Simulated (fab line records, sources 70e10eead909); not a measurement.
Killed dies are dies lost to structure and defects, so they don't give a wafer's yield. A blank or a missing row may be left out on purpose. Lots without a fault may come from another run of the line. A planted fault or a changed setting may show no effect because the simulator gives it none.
A struck lot beside a sound one | flow nand_harc | 39 steps out of a route of 1302
Sound: wafers L872.1, L872.3, L872.5. Struck: wafers L862.1, L862.4, L862.5. The cause comes at the end.
At each step with rows: each side's tool, then ch and its chambers, then its first start. Under that, the readings that differ: sound wafers | struck wafers | difference of the means | sigmas: that difference in standard deviations of wafers without a fault.
alike: readings whose means differ by less than 2 such deviations, and words and numbers that are the same on both sides. not compared: withheld readings, readings that some wafer has no value for, bounds like >300 that may hide the same value, and numbers for which the record gives no deviation and whose values overlap.
The two part at a step that has a row with sigmas, a row that says differs or no value, or rows on one side only. Numbers that don't overlap but have no deviation are shown without sigmas and don't part them. A reading that every wafer of one side lacks parts them only if that side has two wafers or more.

first, 9 steps without rows for these wafers: NHARC_A_CHANNEL_HOLE_D1_DEP_00 (deposits aC, target thk 3100 nm); NHARC_A_CHANNEL_HOLE_D1_DEP_01 (deposits SiON, target thk 140 nm); NHARC_A_CHANNEL_HOLE_D1_DEHYDRATE_02 (time 120 s); NHARC_A_CHANNEL_HOLE_D1_HMDS_03 (time 30 s); NHARC_A_CHANNEL_HOLE_D1_COAT_36 (time 75 s); NHARC_A_CHANNEL_HOLE_D1_COAT_37 (time 65 s); NHARC_A_CHANNEL_HOLE_D1_COAT_04 (resist thk 90 nm); NHARC_A_CHANNEL_HOLE_D1_SOFTBAKE_05 (time 55 s); NHARC_A_CHANNEL_HOLE_D1_EBR_06.
NHARC_A_CHANNEL_HOLE_D1_EXPOSE_07: exposes mask HOLE D1, target cd 100 nm.
  sound on arfi_scanner-03 ch 0, day 17 06:58; struck on arfi_scanner-01 ch 0, day 13 05:34
  reading              | sound             | struck            | difference | sigmas
  exposure_dose_mJ_cm2 | 59.69 59.64 59.56 | 44.93 44.85 44.88 | -14.74     | -99 or more
  alike: mask, focus_offset_nm
then, 2 steps without rows for these wafers: NHARC_A_CHANNEL_HOLE_D1_PEB_08 (peb time 65 s); NHARC_A_CHANNEL_HOLE_D1_DEVELOP_09 (develop time 35 s).
NHARC_A_CHANNEL_HOLE_D1_CD_MEAS_10: target cd 100 nm.
  sound on cd_sem-02 ch 0, day 17 07:07; struck on cd_sem-01 ch 0, day 13 05:43
  reading    | sound             | struck         | difference | sigmas
  cd_nm (nm) | 100.7 100.2 100.7 | 86.3 87.0 86.9 | -13.8      | -26
NHARC_A_CHANNEL_HOLE_D1_DESCUM_15: chemistry O2, time 3 s.
  sound on rie_diel-10 ch 1,2,3, day 17 07:19; struck on rie_diel-01 ch 0,2,3, day 13 05:53
  reading                            | sound         | struck            | difference | sigmas
  model.A_CHANNEL_HOLE_D1.cd_nm (nm) | 101 100.6 100 | 86.75 87.04 86.37 | -13.81     |
  alike: drypump_motor_current_A, oes_product_au, rf_vpp_V, showerhead_plenum_p_Torr, throttle_valve_pct
  not compared: rf_hours_counter_h
then, 4 steps without rows for these wafers: NHARC_A_CHANNEL_HOLE_D1_ETCH_38 (etches the open film in CF4, target depth 39 nm, time 65 s); NHARC_A_CHANNEL_HOLE_D1_ETCH_39 (etches the open film in N2/H2, target depth 260 nm, time 325 s); NHARC_A_CHANNEL_HOLE_D1_ETCH_34 (etches the open film in CF4/CHF3, target depth 154 nm, time 77 s); NHARC_A_CHANNEL_HOLE_D1_ETCH_16 (etches the open film in O2/COS, target depth 3100 nm, time 806 s).
NHARC_A_CHANNEL_HOLE_D1_CD_MEAS_18:
  sound on cd_sem-03, day 17 08:25; struck on cd_sem-03, day 13 07:10
  reading    | sound          | struck         | difference | sigmas
  cd_nm (nm) | 98.8 99.1 96.3 | 90.7 90.5 85.2 | -9.3       | -4
then, 12 steps without rows for these wafers: NHARC_A_CHANNEL_HOLE_D1_ETCH_19 (etches the open film in C4F8/O2/Ar, time 34.5 s); NHARC_A_CHANNEL_HOLE_D1_ETCH_20 (etches the open film in C4F8/O2/Ar, time 361.9 s, target depth 1600 nm); NHARC_A_CHANNEL_HOLE_D1_ETCH_21 (etches the open film in C4F8/O2/Ar, time 514.3 s, target depth 1600 nm); NHARC_A_CHANNEL_HOLE_D1_ETCH_22 (etches the open film in C4F8/O2/Ar, time 666.7 s, target depth 1600 nm); NHARC_A_CHANNEL_HOLE_D1_ETCH_23 (etches the open film in C4F8/O2/Ar, time 819 s, target depth 1600 nm); NHARC_A_CHANNEL_HOLE_D1_ETCH_24 (etches the open film in C4F8/O2/Ar, time 906.2 s, target depth 1500 nm); NHARC_A_CHANNEL_HOLE_D1_ETCH_25 (etches the open film in C4F8/O2/Ar, time 1040.2 s, target depth 1500 nm); NHARC_A_CHANNEL_HOLE_D1_ETCH_26 (etches the open film in C4F8/O2/Ar, time 224.1 s, target depth 300 nm); NHARC_A_CHANNEL_HOLE_D1_ETCH_33 (etches the open film in C4F8/O2/Ar, time 90 s, target depth 400 nm); NHARC_A_CHANNEL_HOLE_D1_STRIP_41 (strips in N2/H2); NHARC_A_CHANNEL_HOLE_D1_STRIP_42 (strips in CF4/CHF3); NHARC_A_CHANNEL_HOLE_D1_STRIP_43 (strips in O2/COS).
NHARC_A_CHANNEL_HOLE_D1_ETCH_44: etches the open film in CF4/O2, target depth 140 nm, overetch 14 nm, time 77 s.
  sound on rie_diel-10 ch 0,2, day 17 17:18; struck on rie_diel-10 ch 1,2,3, day 13 11:59
  reading                            | sound             | struck           | difference | sigmas
  model.A_CHANNEL_HOLE_D1.cd_nm (nm) | 90.24 90.42 89.05 | 76.3 76.95 76.23 | -13.4      |
  alike: drypump_motor_current_A, oes_o_777_au, oes_product_au, rf_vpp_V, showerhead_plenum_p_Torr, throttle_valve_pct
  not compared: rf_hours_counter_h
then, 3 steps without rows for these wafers: NHARC_A_CHANNEL_HOLE_D1_STRIP_27 (strips in O2); NHARC_A_CHANNEL_HOLE_D1_PRECLEAN_28 (cleans in SC1); NHARC_A_CHANNEL_HOLE_D1_SRD_29.
NHARC_A_CHANNEL_HOLE_D1_CD_MEAS_30:
  sound on cd_sem-03, day 17 18:05; struck on cd_sem-02, day 13 13:13
  reading    | sound          | struck         | difference | sigmas
  cd_nm (nm) | 89.7 90.6 89.3 | 77.1 76.5 76.4 | -13.2      | -11
NHARC_A_CHANNEL_HOLE_D1_XSEM_31:
  sound on xsem-02 ch 0, day 17 18:10; struck on xsem-01 ch 0, day 13 13:17
  reading        | sound          | struck         | difference | sigmas
  bot_cd_nm (nm) | 73.9 75.1 72.8 | 61.1 60.8 60.9 | -13.0      | -11
  alike: bow_nm, tilt_deg
-- the record jumps here: 16 days lie between the struck wafers' starts before and after (it left off in module A_CHANNEL_HOLE_D1 and takes up again in module END, whose first step shown is number 1301 of the route) --
NHARC_END_WLT_00:
  sound on prober-02, day 33 08:22; struck on prober-02, day 29 05:02
  reading                           | sound             | struck            | difference | sigmas
  VT_DECK1_BOTTOM                   | 0.885 0.881 0.875 | 0.831 0.835 0.828 | -0.049     | -6
  VT_DECK1_BOTTOM_INNER             | 0.896 0.884 0.877 | 0.835 0.830 0.828 | -0.055     | -7
  VT_DECK1_MEDIAN_NEAR_BOTTOM       | 0.885 0.894 0.878 | 0.831 0.824 0.833 | -0.056     | -7
  VT_DECK1_MEDIAN_NEAR_BOTTOM_INNER | 0.887 0.895 0.887 | 0.836 0.834 0.828 | -0.057     | -7
  VT_DECK1_MIDDLE                   | 0.901 0.900 0.910 | 0.855 0.841 0.849 | -0.055     | -7
  VT_DECK1_MIDDLE_INNER             | 0.904 0.906 0.895 | 0.855 0.854 0.850 | -0.049     | -6
  VT_DECK1_TOP                      | 0.908 0.912 0.914 | 0.874 0.865 0.863 | -0.044     | -6
  VT_DECK1_TOP_INNER                | 0.911 0.915 0.909 | 0.857 0.865 0.870 | -0.048     | -6
  alike: VT_DECK2_BOTTOM, VT_DECK2_BOTTOM_INNER, VT_DECK2_MEDIAN_NEAR_BOTTOM, VT_DECK2_MEDIAN_NEAR_BOTTOM_INNER, VT_DECK2_MIDDLE, VT_DECK2_MIDDLE_INNER, VT_DECK2_TOP, VT_DECK2_TOP_INNER
NHARC_END_SORT_01:
  the record has rows for the struck wafers here (prober-02 ch 0, day 29 08:04) and none for the sound ones

WHERE THEY PART
First at NHARC_A_CHANNEL_HOLE_D1_EXPOSE_07; last, within this record, at NHARC_END_SORT_01.

WHY: what the simulator had put in
Process parameter drift: arfi_scanner-01, from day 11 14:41 on, at NHARC_A_CHANNEL_HOLE_D1_EXPOSE_07. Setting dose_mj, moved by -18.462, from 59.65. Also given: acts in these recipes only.
